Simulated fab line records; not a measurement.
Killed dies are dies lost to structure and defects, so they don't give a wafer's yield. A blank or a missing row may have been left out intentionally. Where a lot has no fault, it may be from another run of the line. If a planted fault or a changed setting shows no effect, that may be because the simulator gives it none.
Which of the tools did it?    flow nandHarc    12 lots, 36 wafers sampled, at 5 steps of a route of 1159

== WHAT EACH GAUGE READ, for each wafer ==
NHARC_THIN_TSV_CD_MEAS_16. Usual: cdNm 999.4 nm, standard deviation 1.4.
lot   measured      on        cdNm (nm)             flag
L821  day 18 08:25  cdSem-02  998.2 997.9 999.1     
L822  day 18 18:39  cdSem-03  999.6 999.8 1000.2    
L824  day 19 01:56  cdSem-03  1000.9 1000.2 1000.8  
L826  day 19 06:22  cdSem-01  1001.0 1002.2 1001.4  
L835  day 21 12:32  cdSem-02  999.4 998.5 999.6     
L832  day 21 13:44  cdSem-03  1001.5 1002.9 1001.0  
L837  day 22 18:26  cdSem-01  997.7 998.9 999.6     
L838  day 23 00:14  cdSem-03  998.7 1000.5 997.9    
L839  day 23 01:25  cdSem-03  998.8 1000.0 1000.0   
L840  day 24 07:55  cdSem-02  1001.2 998.9 999.1    
L843  day 24 09:10  cdSem-02  1000.3 1000.5 1000.6  
L844  day 24 14:22  cdSem-03  999.3 998.1 997.1     

NHARC_END_SORT_01. Usual: defectLimitedYield 95.3 %, standard deviation 1.7; killedAtArray 28, standard deviation 12; killedAtOther 0.8, standard deviation 1.1; killedAtPeriphery 3.6, standard deviation 2.3; killedDies 32, standard deviation 12; killedOpen 3.4, standard deviation 1.9; killedShort 2.0, standard deviation 1.3; sort_bin_2_pct 1.4 %, standard deviation 0.61; sort_bin_3_pct 0.26 %, standard deviation 0.22; sort_bin_4_pct 3.0 %, standard deviation 1.2; sortNPass 645, standard deviation 12; sortRimYieldPct 95.8 %, standard deviation 2.9; sortYieldPct 95.3 %, standard deviation 1.7.
lot   measured      on         defectLimitedYield (%)  killedAtArray  killedAtOther  killedAtPeriphery  killedDies  killedOpen  killedShort  sort_bin_2_pct (%)  sort_bin_3_pct (%)  sort_bin_4_pct (%)  sortNPass    sortRimYieldPct (%)  sortYieldPct (%)  flag
L821  day 19 03:26  prober-01  94.5 94.1 94.8          36 37 33       0 0 0          1 3 2              37 40 35    3 4 3       3 2 0        1.3 1.3 1.2         0.30 0.74 0.89      3.8 3.8 3.1         640 637 642  96.2 95.3 98.1       94.5 94.1 94.8    
L822  day 19 17:32  prober-01  96.8 96.2 96.8          21 24 21       1 1 0          0 1 1              22 26 22    2 4 2       0 2 3        0.4 1.6 0.6         0.30 0 0.15         2.5 2.2 2.5         655 651 655  99.1 99.1 100.0      96.8 96.2 96.8    
L824  day 19 16:44  prober-02  95.0 95.4 95.0          26 28 29       0 1 0          8 2 5              34 31 34    2 3 3       3 3 4        1.9 0.9 1.5         0 0.15 0.15         3.1 3.5 3.4         643 646 643  92.5 93.4 94.3       95.0 95.4 95.0    
L826  day 20 00:34  prober-01  95.4 95.6 96.3          27 27 25       0 0 0          4 3 0              31 30 25    5 4 3       2 4 1        1.9 1.3 1.3         0.15 0 0.30         2.5 3.1 2.1         646 647 652  95.3 92.5 96.2       95.4 95.6 96.3    
L835  day 22 00:50  prober-01  91.6 91.1 89.5          49 55 62       0 0 0          8 5 9              57 60 71    7 4 8       2 1 5        2.4 2.1 3.2         0.59 0.89 0.30      5.5 5.9 6.9         620 617 606  95.3 94.3 88.7       91.6 91.1 89.5    
L832  day 22 07:53  prober-01  96.9 96.0 96.2          19 25 19       1 0 1          1 2 6              21 27 26    4 3 5       0 0 1        0.7 1.5 1.3         0.44 0 0.44         1.9 2.5 2.1         656 650 651  95.3 91.5 92.5       96.9 96.0 96.2    
L837  day 23 08:17  prober-02  91.3 93.6 93.1          53 33 42       2 3 1          4 7 4              59 43 47    3 3 4       2 3 3        2.7 2.4 2.7         0.30 0.44 0.44      5.8 3.5 3.8         618 634 630  96.2 93.4 93.4       91.3 93.6 93.1    
L838  day 23 18:26  prober-01  94.7 95.3 95.3          27 26 28       3 3 3          6 3 1              36 32 32    3 2 2       2 2 4        1.6 1.6 1.6         0.44 0.30 0.44      3.2 2.8 2.7         641 645 645  89.6 94.3 92.5       94.7 95.3 95.3    
L839  day 23 16:52  prober-02  94.2 94.2 95.1          36 36 27       1 1 1          2 2 5              39 39 33    5 3 3       2 2 1        1.0 1.9 1.0         0.59 0.15 0         4.1 3.7 3.8         638 638 644  98.1 98.1 99.1       94.2 94.2 95.1    
L840  day 24 22:05  prober-01  95.9 95.0 95.4          18 28 24       2 0 0          8 6 7              28 34 31    2 1 6       2 6 3        0.7 1.5 1.3         0.30 0.30 0         3.1 3.2 3.2         649 643 646  96.2 96.2 93.4       95.9 95.0 95.4    
L843  day 25 02:13  prober-02  94.4 93.8 93.6          34 36 38       1 1 1          3 5 4              38 42 43    5 3 0       2 1 3        2.2 1.0 1.8         0.30 0 0.30         3.1 5.2 4.3         639 635 634  98.1 99.1 97.2       94.4 93.8 93.6    
L844  day 25 05:55  prober-01  92.9 94.5 94.1          44 32 34       0 0 1          4 5 5              48 37 40    1 5 4       2 0 3        2.5 1.9 1.8         0 0.30 0.30         4.6 3.2 3.8         629 640 637  98.1 97.2 96.2       92.9 94.5 94.1    

== TOOL THAT RAN EACH LOT (tool first, then ch and the chambers of the sampled wafers, then the start) ==
lot   NHARC_THIN_TSV_ETCHBACK_48         NHARC_THIN_TSV_STRIP_62              NHARC_THIN_TSV_ANNEAL_52
L821  rieDiel-01 ch 1,2,3, day 18 09:53  plasmaAsher-01 ch 0,1, day 18 10:14  rtpAnneal-01 ch 0, day 18 11:44
L822  rieDiel-04 ch 0,2,3, day 18 19:58  plasmaAsher-02 ch 0,1, day 18 20:18  rtpAnneal-02 ch 0, day 18 21:43
L824  rieDiel-08 ch 1,2, day 19 03:16    plasmaAsher-02 ch 0,1, day 19 03:39  rtpAnneal-01 ch 0, day 19 05:01
L826  rieDiel-01 ch 0,2,3, day 19 07:41  plasmaAsher-02 ch 0,1, day 19 08:01  rtpAnneal-02 ch 0, day 19 09:23
L835  rieDiel-01 ch 1,2,3, day 21 13:53  plasmaAsher-01 ch 0,1, day 21 14:11  rtpAnneal-01 ch 0, day 21 15:43
L832  rieDiel-01 ch 1,3, day 21 15:08    plasmaAsher-02 ch 0,1, day 21 15:28  rtpAnneal-02 ch 0, day 21 16:49
L837  rieDiel-08 ch 0,2,3, day 22 19:50  plasmaAsher-02 ch 0,1, day 22 20:16  rtpAnneal-01 ch 0, day 22 21:37
L838  rieDiel-08 ch 0,2,3, day 23 01:39  plasmaAsher-01 ch 0,1, day 23 01:59  rtpAnneal-01 ch 0, day 23 03:26
L839  rieDiel-04 ch 0,1, day 23 02:44    plasmaAsher-01 ch 0,1, day 23 03:08  rtpAnneal-01 ch 0, day 23 04:34
L840  rieDiel-01 ch 0,1,2, day 24 09:13  plasmaAsher-01 ch 0,1, day 24 09:46  rtpAnneal-02 ch 0, day 24 11:14
L843  rieDiel-08 ch 1,2, day 24 10:43    plasmaAsher-01 ch 0,1, day 24 12:51  rtpAnneal-02 ch 0, day 24 14:18
L844  rieDiel-08 ch 0,3, day 24 15:46    plasmaAsher-01 ch 0, day 24 16:07    rtpAnneal-02 ch 0, day 24 17:27
- NHARC_THIN_TSV_ETCHBACK_48: etches the open film in C4F8/Ar, target depth 1028.5 nm, time 405.17 s.
- NHARC_THIN_TSV_STRIP_62: strips in N2/H2, time 20 s.
- NHARC_THIN_TSV_ANNEAL_52: time 90 s.

== AS READ BY THE TOOLS THEMSELVES (means over the sampled wafers that have a number; for cases with no such wafer, the mark the record gives instead) ==
NHARC_THIN_TSV_ETCHBACK_48. Usual: oesProductAu 0.942 a.u., standard deviation 0.029; rfVppV 548 V, standard deviation 3.
lot   tool        oesProductAu (a.u.)  rfVppV (V)  flag
L821  rieDiel-01  0.918                549         
L822  rieDiel-04  0.986                547         
L824  rieDiel-08  0.927                550         
L826  rieDiel-01  0.921                547         
L835  rieDiel-01  0.927                549         
L832  rieDiel-01  0.920                549         
L837  rieDiel-08  0.969                546         
L838  rieDiel-08  1.001                548         
L839  rieDiel-04  0.925                548         
L840  rieDiel-01  0.919                549         
L843  rieDiel-08  0.922                550         
L844  rieDiel-08  0.927                544         

NHARC_THIN_TSV_STRIP_62. Usual: drypumpMotorCurrentA 6.1 A, standard deviation 0.31; heaterPowerW 307 W, standard deviation 15.
lot   tool            drypumpMotorCurrentA (A)  heaterPowerW (W)  flag
L821  plasmaAsher-01  6.1                       301               
L822  plasmaAsher-02  6.2                       303               
L824  plasmaAsher-02  6.2                       305               
L826  plasmaAsher-02  6.1                       303               
L835  plasmaAsher-01  6.0                       306               
L832  plasmaAsher-02  6.2                       304               
L837  plasmaAsher-02  6.1                       306               
L838  plasmaAsher-01  6.1                       300               
L839  plasmaAsher-01  6.0                       307               
L840  plasmaAsher-01  6.0                       308               
L843  plasmaAsher-01  6.0                       304               
L844  plasmaAsher-01  6.2                       293               

NHARC_THIN_TSV_ANNEAL_52. Usual: annealTempCMax 226.1, standard deviation 0.32; wafer_temp_C_max 226.10, standard deviation 0.24.
lot   tool          annealTempCMax  wafer_temp_C_max  flag
L821  rtpAnneal-01  225.8           226.18            
L822  rtpAnneal-02  226.2           226.20            
L824  rtpAnneal-01  226.1           226.41            
L826  rtpAnneal-02  226.4           226.25            
L835  rtpAnneal-01  225.7           226.15            
L832  rtpAnneal-02  226.3           225.93            
L837  rtpAnneal-01  225.7           226.34            
L838  rtpAnneal-01  225.9           225.98            
L839  rtpAnneal-01  225.8           226.02            
L840  rtpAnneal-02  226.4           226.00            
L843  rtpAnneal-02  226.2           225.93            
L844  rtpAnneal-02  226.4           226.04            

== THE ANSWER, worked out from the rows above alone ==
Rule: take the mean of a lot's wafers that have a number; if it is more than 3 standard deviations from the usual mean, the lot is off. Also off: a lot with no number at a reading for which 4 or more lots have one. Any other lot the step has rows for is counted as sound. After the gauges, taken in route order, come the tools' own readings; for these a lot's mean is taken, as printed above. At the first step where some lot is off, the reading lying furthest off is the one used; lots without a number count as furthest.
No lot is off at any reading shown: from this, nothing can be told.

== WHAT THE SIMULATOR PUT IN ==
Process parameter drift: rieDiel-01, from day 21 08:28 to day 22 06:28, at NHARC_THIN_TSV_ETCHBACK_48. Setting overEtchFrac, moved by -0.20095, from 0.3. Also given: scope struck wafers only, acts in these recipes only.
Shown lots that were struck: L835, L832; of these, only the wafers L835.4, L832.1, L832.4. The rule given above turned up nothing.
